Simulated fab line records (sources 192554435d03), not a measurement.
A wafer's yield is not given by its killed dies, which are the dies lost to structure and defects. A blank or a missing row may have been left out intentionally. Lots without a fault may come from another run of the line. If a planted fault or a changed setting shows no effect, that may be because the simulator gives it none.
Which tool is to blame? / flow n5 finfet / 72 wafers from 24 lots sampled at 2 of the route's 1938 steps

== WHAT THE GAUGES READ, wafer by wafer ==
N5_BEOL_M0_SAQP_CD_MEAS_29 targets a cd of 14.4 nm. Usual: cd nm reads 15.02 nm (standard deviation 0.22).
lot=L074; measured=day 5 20:46; on=cd sem-01; cd nm (nm)=15.08 14.87 15.08; flag=
lot=L075; measured=day 5 22:09; on=cd sem-03; cd nm (nm)=14.81 15.26 15.39; flag=
lot=L076; measured=day 6 05:44; on=cd sem-01; cd nm (nm)=15.35 15.27 15.05; flag=
lot=L077; measured=day 6 12:05; on=cd sem-03; cd nm (nm)=15.61 14.90 15.49; flag=
lot=L078; measured=day 6 19:22; on=cd sem-02; cd nm (nm)=15.00 14.92 14.91; flag=
lot=L079; measured=day 7 02:04; on=cd sem-03; cd nm (nm)=14.86 15.23 15.06; flag=
lot=L080; measured=day 7 03:29; on=cd sem-01; cd nm (nm)=15.04 15.30 14.70; flag=
lot=L081; measured=day 7 14:19; on=cd sem-02; cd nm (nm)=15.30 15.28 14.90; flag=
lot=L082; measured=day 7 19:52; on=cd sem-02; cd nm (nm)=14.76 15.09 15.17; flag=
lot=L083; measured=day 7 23:09; on=cd sem-03; cd nm (nm)=15.12 14.84 14.78; flag=
lot=L084; measured=day 8 11:38; on=cd sem-03; cd nm (nm)=15.12 14.95 14.98; flag=
lot=L085; measured=day 8 12:58; on=cd sem-02; cd nm (nm)=14.89 15.22 14.99; flag=
lot=L086; measured=day 8 19:57; on=cd sem-03; cd nm (nm)=15.29 15.17 15.04; flag=
lot=L087; measured=day 9 02:08; on=cd sem-01; cd nm (nm)=14.93 14.89 15.17; flag=
lot=L088; measured=day 9 05:59; on=cd sem-02; cd nm (nm)=15.19 14.67 14.98; flag=
lot=L089; measured=day 9 14:46; on=cd sem-02; cd nm (nm)=14.84 14.73 14.73; flag=
lot=L090; measured=day 9 17:52; on=cd sem-03; cd nm (nm)=15.35 15.18 15.49; flag=
lot=L091; measured=day 9 23:37; on=cd sem-01; cd nm (nm)=15.23 14.79 14.84; flag=
lot=L092; measured=day 10 04:13; on=cd sem-02; cd nm (nm)=14.98 14.88 15.05; flag=
lot=L093; measured=day 10 09:05; on=cd sem-01; cd nm (nm)=14.97 15.28 14.75; flag=
lot=L094; measured=day 10 15:27; on=cd sem-03; cd nm (nm)=15.51 14.93 15.22; flag=
lot=L095; measured=day 10 23:17; on=cd sem-02; cd nm (nm)=15.42 15.52 15.28; flag=
lot=L096; measured=day 11 02:18; on=cd sem-01; cd nm (nm)=14.77 14.83 15.15; flag=
lot=L097; measured=day 11 06:33; on=cd sem-02; cd nm (nm)=14.37 14.95 14.84; flag=

N5_BEOL_M0_SAQP_CD_MEAS_40 targets a cd of 30 nm. Usual: cd nm reads 30.15 nm (standard deviation 0.28).
lot=L074; measured=day 5 21:04; on=cd sem-03; cd nm (nm)=30.45 30.63 30.32; flag=
lot=L075; measured=day 5 22:35; on=cd sem-03; cd nm (nm)=30.27 30.48 30.32; flag=
lot=L076; measured=day 6 06:10; on=cd sem-01; cd nm (nm)=29.80 29.66 30.15; flag=
lot=L077; measured=day 6 12:31; on=cd sem-03; cd nm (nm)=29.99 30.03 30.05; flag=
lot=L078; measured=day 6 19:40; on=cd sem-03; cd nm (nm)=29.63 29.69 29.98; flag=
lot=L079; measured=day 7 02:23; on=cd sem-02; cd nm (nm)=30.08 30.05 29.98; flag=
lot=L080; measured=day 7 03:55; on=cd sem-01; cd nm (nm)=30.31 29.55 30.13; flag=
lot=L081; measured=day 7 14:38; on=cd sem-02; cd nm (nm)=30.70 29.94 29.76; flag=
lot=L082; measured=day 7 20:19; on=cd sem-03; cd nm (nm)=30.19 30.45 30.16; flag=
lot=L083; measured=day 7 23:35; on=cd sem-02; cd nm (nm)=29.92 29.78 29.69; flag=
lot=L084; measured=day 8 12:04; on=cd sem-02; cd nm (nm)=29.93 29.79 29.90; flag=
lot=L085; measured=day 8 13:24; on=cd sem-01; cd nm (nm)=30.21 30.39 30.03; flag=
lot=L086; measured=day 8 20:23; on=cd sem-01; cd nm (nm)=30.19 29.90 29.91; flag=
lot=L087; measured=day 9 02:26; on=cd sem-03; cd nm (nm)=30.47 30.74 29.87; flag=
lot=L088; measured=day 9 06:25; on=cd sem-01; cd nm (nm)=30.17 30.25 30.01; flag=
lot=L089; measured=day 9 15:05; on=cd sem-02; cd nm (nm)=29.78 29.73 30.30; flag=
lot=L090; measured=day 9 18:11; on=cd sem-02; cd nm (nm)=30.24 30.38 30.10; flag=
lot=L091; measured=day 10 00:03; on=cd sem-01; cd nm (nm)=29.99 30.16 29.75; flag=
lot=L092; measured=day 10 04:31; on=cd sem-01; cd nm (nm)=29.72 30.04 29.94; flag=
lot=L093; measured=day 10 09:31; on=cd sem-03; cd nm (nm)=30.08 29.66 29.66; flag=
lot=L094; measured=day 10 15:45; on=cd sem-03; cd nm (nm)=30.28 30.44 30.58; flag=
lot=L095; measured=day 10 23:36; on=cd sem-02; cd nm (nm)=30.39 30.43 29.93; flag=
lot=L096; measured=day 11 02:44; on=cd sem-02; cd nm (nm)=30.56 30.49 30.31; flag=
lot=L097; measured=day 11 06:58; on=cd sem-01; cd nm (nm)=29.97 30.05 30.20; flag=

== TOOL THAT RAN EACH LOT (tool first, then ch and the chambers of the sampled wafers, then the start) ==
Before these readings, the record contains no process step.

== WHAT THE TOOLS THEMSELVES READ (means of the sampled wafers that have a number; where no wafer has one, the mark that the record gives instead) ==
The record holds no such reading with a usual standard deviation.

== THE ANSWER, worked out from the rows above alone ==
Rule: lot off if the mean of its wafers having a number is beyond 3 standard deviations from the usual mean. A lot without any number at a reading at which 4 lots or more have one is off too. Any other lot the step has rows for is counted as sound. Order of review: gauges by route order, followed by the tools' own readings, for which a lot's mean as printed above is used. The first step at which some lot is off is used, and at that step the reading that is off furthest; a lot without a number counts as furthest.
No lot is off at any reading shown: from this, nothing can be told.

== WHAT THE SIMULATOR HAD INSERTED ==
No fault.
